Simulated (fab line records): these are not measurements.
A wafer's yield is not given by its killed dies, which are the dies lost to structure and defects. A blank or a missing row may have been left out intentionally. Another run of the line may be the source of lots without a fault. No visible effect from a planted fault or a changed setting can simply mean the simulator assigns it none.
A struck lot beside a sound one / flow nand-harc / 13 out of 1302 route steps
Sound: these wafers, L476.1, L476.3, L476.6. Struck: wafers L469.1, L469.4, L469.6. At the end, the cause is stated.
Each step with rows lists, per side, the tool, then ch with its chambers, then its first start. Under that, the readings that differ: sound wafers / struck wafers / difference of the means / sigmas: that difference in standard deviations of wafers without a fault.
alike: readings whose means differ by less than 2 such deviations, and words and numbers that are the same on both sides. not compared: withheld readings, readings that some wafer has no value for, bounds like >300 that may hide the same value, and numbers for which the record gives no deviation and whose values overlap.
A row with sigmas, a row that says differs or no value, or rows on one side alone: a step with any of these is where the two part. When numbers do not overlap yet have no deviation, they are printed without sigmas and do not part them. Lack of a reading on every wafer of one side parts them only where that side has two or more wafers.

NHARC_A_STAIRCASE_CMP_472: polishes SiO2.
  sound on cmp-02 ch 1,3, day 26 09:45; struck on cmp-02 ch 0,1,3, day 23 10:02
  alike: motor-current-A
following that, these wafers have no rows for 1 step: NHARC_A_STAIRCASE_SRD_474.
NHARC_A_STAIRCASE_INSPECT_155:
  sound: defect-inspect-02 at day 26 10:04; struck: defect-inspect-01 at day 23 10:23
  alike: raw-defect-count
NHARC_A_SGD_CUT_DEP_00: deposits SiNx, target thk 50 nm.
  sound on pecvd-03 ch 0,2, day 26 10:08; struck on pecvd-03 ch 0,1, day 23 10:30
  alike: heater-power-w, rf-fwd-power-W
then, 7 steps without rows for these wafers: NHARC_A_SGD_CUT_DEHYDRATE_01 (time 120 s); NHARC_A_SGD_CUT_HMDS_02 (time 30 s); NHARC_A_SGD_CUT_COAT_56 (time 75 s); NHARC_A_SGD_CUT_COAT_57 (time 65 s); NHARC_A_SGD_CUT_COAT_03 (resist thk 90 nm); NHARC_A_SGD_CUT_SOFTBAKE_04 (time 55 s); NHARC_A_SGD_CUT_EBR_05.
NHARC_A_SGD_CUT_EXPOSE_06: exposes mask SGD.
  struck on arfi-scanner-02, day 23 11:01; sound on arfi-scanner-03 ch 0, day 26 10:43
  no value came back on the struck wafers for exposure-dose-mJ-cm2, focus-offset-nm (nm), stage-vel-mm-s (mm/s); on the sound wafers exposure-dose-mJ-cm2 reads 85.50 85.56 85.63
  alike: mask
then, 1 step without rows for these wafers: NHARC_A_SGD_CUT_PEB_07 (peb time 65 s).

== WHERE THEY PART ==
Only at NHARC_A_SGD_CUT_EXPOSE_06, as far as this record shows.

WHY: the cause the simulator had injected
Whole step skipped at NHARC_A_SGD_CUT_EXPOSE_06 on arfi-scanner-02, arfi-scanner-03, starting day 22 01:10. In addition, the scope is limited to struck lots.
